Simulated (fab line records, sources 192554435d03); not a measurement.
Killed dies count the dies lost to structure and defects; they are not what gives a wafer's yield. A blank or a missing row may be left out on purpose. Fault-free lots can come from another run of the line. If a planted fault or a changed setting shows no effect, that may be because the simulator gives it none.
A single fault, viewed from 2 desks | flow n5 finfet | every desk sees just its own numbers, and what lay behind them comes last

THE DEFECT DESK
For each lot, the counts of the inspections along the route, averaged over the sampled wafers that have a number. Any lot whose mean is over 4 standard deviations away from the usual mean is out of limits and marked OUT; that distance is given in the brackets.
Columns: A = raw defect count at N5_BEOL_M9_INSPECT_58, usual 71; B = raw defect count at N5_BEOL_M10_INSPECT_13, usual 421; C = raw defect count at N5_BEOL_M10_INSPECT_30, usual 422
lot  | first seen here | A              | B   | C
L850 | day 9 19:20     | 74             | 441 | 430
L853 | day 10 13:08    | 59             | 340 | 355
L855 | day 11 23:32    | 42             | 437 | 425
L858 | day 12 14:43    | 85             | 537 | 524
L857 | day 12 15:47    | 78             | 366 | 360
L862 | day 13 07:15    | 231 (+7.3) OUT | 568 | 559
L864 | day 13 15:49    | 213 (+6.5) OUT | 668 | 661
L871 | day 15 21:51    | 79             | 475 | 484
L872 | day 16 04:32    | 54             | 367 | 375
L873 | day 16 08:03    | 48             | 410 | 408
This desk's verdict: out of limits on L862, L864, starting with L862 at day 13 07:15 (raw defect count at N5_BEOL_M9_INSPECT_58). In limits: L850, L853, L855, L858, L857, L871, L872, L873.

FOR THE TOOL OWNER'S DESK: cmp-04
The tool's own readings at N5_BEOL_M9_CMP_52 (polishes, stops on SiCOH lowk, t overpolish 7 s, target thk 140 nm): means of the sampled wafers that have a number, for each lot that ran on this tool. Any lot whose mean is over 4 standard deviations away from the usual mean is out of limits and marked OUT; that distance is given in the brackets.
Columns: A = barrier field endpoint s at N5_BEOL_M9_CMP_52, usual 28.7 s; B = motor current A at N5_BEOL_M9_CMP_52, usual 6.0 A; C = overpolish run s at N5_BEOL_M9_CMP_52, usual 6.999 s; D = platen rpm at N5_BEOL_M9_CMP_52, usual 50.00 rpm; E = time to endpoint s at N5_BEOL_M9_CMP_52, usual 65 s
lot  | first seen here | A    | B   | C     | D     | E
L850 | day 9 18:51     | 29.8 | 5.9 | 6.997 | 50.03 | 70
L853 | day 10 12:41    | 28.8 | 5.9 | 7.000 | 49.98 | 63
L855 | day 11 23:08    | 28.3 | 6.0 | 7.004 | 50.01 | 64
L857 | day 12 15:25    | 28.4 | 6.1 | 7.000 | 50.01 | 64
L862 | day 13 06:50    | 28.7 | 6.3 | 7.001 | 49.99 | 64
L864 | day 13 15:24    | 29.8 | 6.4 | 6.998 | 50.01 | 68
L871 | day 15 21:22    | 28.0 | 5.8 | 6.993 | 50.00 | 65
This desk's verdict: no lot among the 7 shows anything out of limits.

BROUGHT TOGETHER
The defect desk could have raised an alarm at day 13 07:15, on L862, L864.
The tool owner's desk saw nothing out of limits.
The tool owner's desk has L862, L864 on record, within its limits.
The lots listed all ran N5_BEOL_M9_CMP_52 on cmp-04.

WHAT HAD BEEN PUT IN BY THE SIMULATOR
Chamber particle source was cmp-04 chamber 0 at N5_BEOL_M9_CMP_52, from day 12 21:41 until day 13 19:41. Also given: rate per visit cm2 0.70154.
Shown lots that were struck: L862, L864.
Hours from the fault's start to each desk's first reading out of limits: the defect desk, 10.
